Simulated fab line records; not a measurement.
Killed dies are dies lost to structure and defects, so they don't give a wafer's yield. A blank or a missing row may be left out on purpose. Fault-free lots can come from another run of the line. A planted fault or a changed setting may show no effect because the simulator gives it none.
The tool behind it: which one? ; flow n5 finfet ; 72 wafers from 24 lots sampled at 4 of the route's 1938 steps

## WHAT EACH GAUGE READ, for each wafer
N5_BEOL_M3_INSPECT_59: inspects for defects (darkfield).
lot;measured;on;raw defect count
L076;day 7 17:10;defect inspect-02;78 67 63
L074;day 7 19:01;defect inspect-01;58 82 82
L075;day 7 22:20;defect inspect-02;89 60 49
L077;day 8 06:55;defect inspect-02;64 69 38
L078;day 8 14:51;defect inspect-01;48 114 103
L079;day 9 01:52;defect inspect-01;69 83 70
L081;day 9 02:01;defect inspect-01;66 50 56
L080;day 9 03:45;defect inspect-01;59 106 82
L082;day 10 01:17;defect inspect-01;142 107 96
L084;day 10 05:13;defect inspect-01;59 51 87
L083;day 10 05:36;defect inspect-01;57 60 71
L085;day 10 08:22;defect inspect-01;60 56 57
L086;day 10 11:31;defect inspect-01;85 96 94
L087;day 10 19:32;defect inspect-01;94 86 107
L088;day 10 23:28;defect inspect-01;56 107 138
L089;day 11 05:11;defect inspect-01;132 67 64
L090;day 11 05:27;defect inspect-01;142 150 77
L091;day 11 10:33;defect inspect-02;56 64 95
L093;day 12 08:56;defect inspect-02;93 67 93
L092;day 12 11:27;defect inspect-02;47 46 47
L095;day 12 17:47;defect inspect-02;63 81 60
L094;day 12 21:39;defect inspect-02;86 37 94
L096;day 12 23:37;defect inspect-02;40 39 46
L097;day 12 23:54;defect inspect-02;51 79 38

## WHAT TOOL EACH LOT RAN ON (gives the tool, then ch and the chambers of the sampled wafers, and finally the start)
lot;N5_BEOL_M3_ALD_84;N5_BEOL_M3_ANNEAL_87;N5_BEOL_M3_SPUTTER_88
L076;ald metal-01 ch 1,2,3, day 7 13:53;pvd sputter-01, day 7 15:05;pvd sputter-01, day 7 15:13
L074;ald metal-04 ch 0,2, day 7 14:05;pvd sputter-02, day 7 16:54;pvd sputter-02, day 7 17:02
L075;ald metal-04 ch 0,1, day 7 18:53;pvd sputter-02, day 7 20:12;pvd sputter-02, day 7 20:20
L077;ald metal-01 ch 1,2,3, day 8 02:52;pvd sputter-02, day 8 04:11;pvd sputter-02, day 8 04:19
L078;ald metal-01 ch 0,1,2, day 8 11:30;pvd sputter-03, day 8 12:46;pvd sputter-03, day 8 12:54
L079;ald metal-04 ch 1,3, day 8 22:29;pvd sputter-03, day 8 23:47;pvd sputter-03, day 8 23:55
L081;ald metal-01 ch 0,2,3, day 8 22:34;pvd sputter-02, day 8 23:55;pvd sputter-02, day 9 00:04
L080;ald metal-04 ch 1,2, day 8 22:41;pvd sputter-03, day 9 01:40;pvd sputter-03, day 9 01:48
L082;ald metal-01 ch 0,1,3, day 9 21:48;pvd sputter-02, day 9 23:10;pvd sputter-02, day 9 23:19
L084;ald metal-04 ch 0,3, day 10 01:53;pvd sputter-02, day 10 03:07;pvd sputter-02, day 10 03:15
L083;ald metal-01 ch 0,1,3, day 10 02:06;pvd sputter-01, day 10 03:31;pvd sputter-01, day 10 03:39
L085;ald metal-01 ch 0,1, day 10 04:53;pvd sputter-01, day 10 06:05;pvd sputter-01, day 10 06:14
L086;ald metal-01 ch 0,1,3, day 10 08:04;pvd sputter-03, day 10 09:25;pvd sputter-03, day 10 09:34
L087;ald metal-04 ch 1,3, day 10 16:00;pvd sputter-01, day 10 17:27;pvd sputter-01, day 10 17:35
L088;ald metal-02 ch 0,2,3, day 10 19:53;pvd sputter-03, day 10 21:16;pvd sputter-03, day 10 21:24
L089;ald metal-01 ch 1,2, day 11 01:46;pvd sputter-01, day 11 03:05;pvd sputter-01, day 11 03:13
L090;ald metal-04 ch 2,3, day 11 01:46;pvd sputter-02, day 11 03:11;pvd sputter-02, day 11 03:20
L091;ald metal-02 ch 1,2,3, day 11 06:59;pvd sputter-03, day 11 08:25;pvd sputter-03, day 11 08:33
L093;ald metal-02 ch 0,1,3, day 12 05:25;pvd sputter-03, day 12 06:49;pvd sputter-03, day 12 06:57
L092;ald metal-01 ch 0,2,3, day 12 06:04;pvd sputter-01, day 12 09:05;pvd sputter-01, day 12 09:14
L095;ald metal-04 ch 1,2,3, day 12 13:16;pvd sputter-01, day 12 15:32;pvd sputter-01, day 12 15:40
L094;ald metal-04 ch 1,3, day 12 18:10;pvd sputter-02, day 12 19:25;pvd sputter-02, day 12 19:34
L096;ald metal-04 ch 1,2,3, day 12 20:09;pvd sputter-01, day 12 21:29;pvd sputter-01, day 12 21:37
L097;ald metal-01 ch 0,2,3, day 12 20:26;pvd sputter-02, day 12 21:40;pvd sputter-02, day 12 21:49
- N5_BEOL_M3_ALD_84: deposits TaN, pulse time 2 s, purge time 3 s, co reactant purge time 2 s.
- N5_BEOL_M3_ANNEAL_87: time 240 s.
- N5_BEOL_M3_SPUTTER_88: material Cu, target thk 4.5 nm, time 8.29 s.

## AS READ BY THE TOOLS THEMSELVES (means over the sampled wafers that have a number; for cases with no such wafer, the mark the record gives instead)
N5_BEOL_M3_ALD_84.
lot;tool;heater power w (W)
L076;ald metal-01;374
L074;ald metal-04;413
L075;ald metal-04;426
L077;ald metal-01;373
L078;ald metal-01;377
L079;ald metal-04;434
L081;ald metal-01;375
L080;ald metal-04;402
L082;ald metal-01;383
L084;ald metal-04;442
L083;ald metal-01;386
L085;ald metal-01;389
L086;ald metal-01;387
L087;ald metal-04;423
L088;ald metal-02;403
L089;ald metal-01;367
L090;ald metal-04;426
L091;ald metal-02;387
L093;ald metal-02;377
L092;ald metal-01;369
L095;ald metal-04;421
L094;ald metal-04;437
L096;ald metal-04;419
L097;ald metal-01;376

N5_BEOL_M3_ANNEAL_87.
lot;tool;heater power w (W)
L076;pvd sputter-01;806
L074;pvd sputter-02;774
L075;pvd sputter-02;670
L077;pvd sputter-02;812
L078;pvd sputter-03;909
L079;pvd sputter-03;922
L081;pvd sputter-02;786
L080;pvd sputter-03;781
L082;pvd sputter-02;791
L084;pvd sputter-02;997
L083;pvd sputter-01;818
L085;pvd sputter-01;819
L086;pvd sputter-03;867
L087;pvd sputter-01;850
L088;pvd sputter-03;750
L089;pvd sputter-01;847
L090;pvd sputter-02;813
L091;pvd sputter-03;890
L093;pvd sputter-03;889
L092;pvd sputter-01;826
L095;pvd sputter-01;847
L094;pvd sputter-02;870
L096;pvd sputter-01;863
L097;pvd sputter-02;819

N5_BEOL_M3_SPUTTER_88.
lot;tool;chuck gas flow sccm (sccm);chuck sensor temp C (C);throttle valve pct (%)
L076;pvd sputter-01;1.24;-15.9;29.9
L074;pvd sputter-02;1.30;-16.0;31.9
L075;pvd sputter-02;1.30;-16.2;32.2
L077;pvd sputter-02;1.26;-16.5;31.9
L078;pvd sputter-03;1.27;-16.0;28.9
L079;pvd sputter-03;1.25;-15.6;29.9
L081;pvd sputter-02;1.25;-16.1;31.7
L080;pvd sputter-03;1.26;-16.0;28.8
L082;pvd sputter-02;1.25;-16.0;31.9
L084;pvd sputter-02;1.24;-16.1;30.9
L083;pvd sputter-01;1.28;-16.0;29.8
L085;pvd sputter-01;1.26;-16.0;29.9
L086;pvd sputter-03;1.24;-15.9;29.7
L087;pvd sputter-01;1.26;-15.9;29.7
L088;pvd sputter-03;1.26;-15.7;30.8
L089;pvd sputter-01;1.25;-15.6;30.5
L090;pvd sputter-02;1.26;-16.4;31.9
L091;pvd sputter-03;1.25;-15.8;31.0
L093;pvd sputter-03;1.32;-15.7;31.0
L092;pvd sputter-01;1.22;-15.8;30.7
L095;pvd sputter-01;1.24;-15.7;29.6
L094;pvd sputter-02;1.29;-16.0;31.2
L096;pvd sputter-01;1.21;-15.6;30.7
L097;pvd sputter-02;1.27;-16.3;31.7

## THE ANSWER, worked out from the rows above alone
Rule: usual is defined by the lots themselves. Put in order of their means at a reading, lots are off if they are a third of the lots or fewer, leave a main group of 4 or more, and stand apart from it by a gap of 3 or more times the standard deviation of the main group's means; of several such gaps the widest counts. A main group whose means are all the same, to the digits that the tables above print for the reading, isn't used. A lot without any number at a reading at which 4 lots or more have one is off too. Any other lot the step has rows for is counted as sound. The gauges are gone through in route order, then the tools' own readings, and for those a lot's mean is taken as printed above. At the first step where some lot is off, the reading lying furthest off is the one used; lots without a number count as furthest.
No lot is off at any reading shown: from this, nothing can be told.

## WHAT HAD BEEN PUT IN BY THE SIMULATOR
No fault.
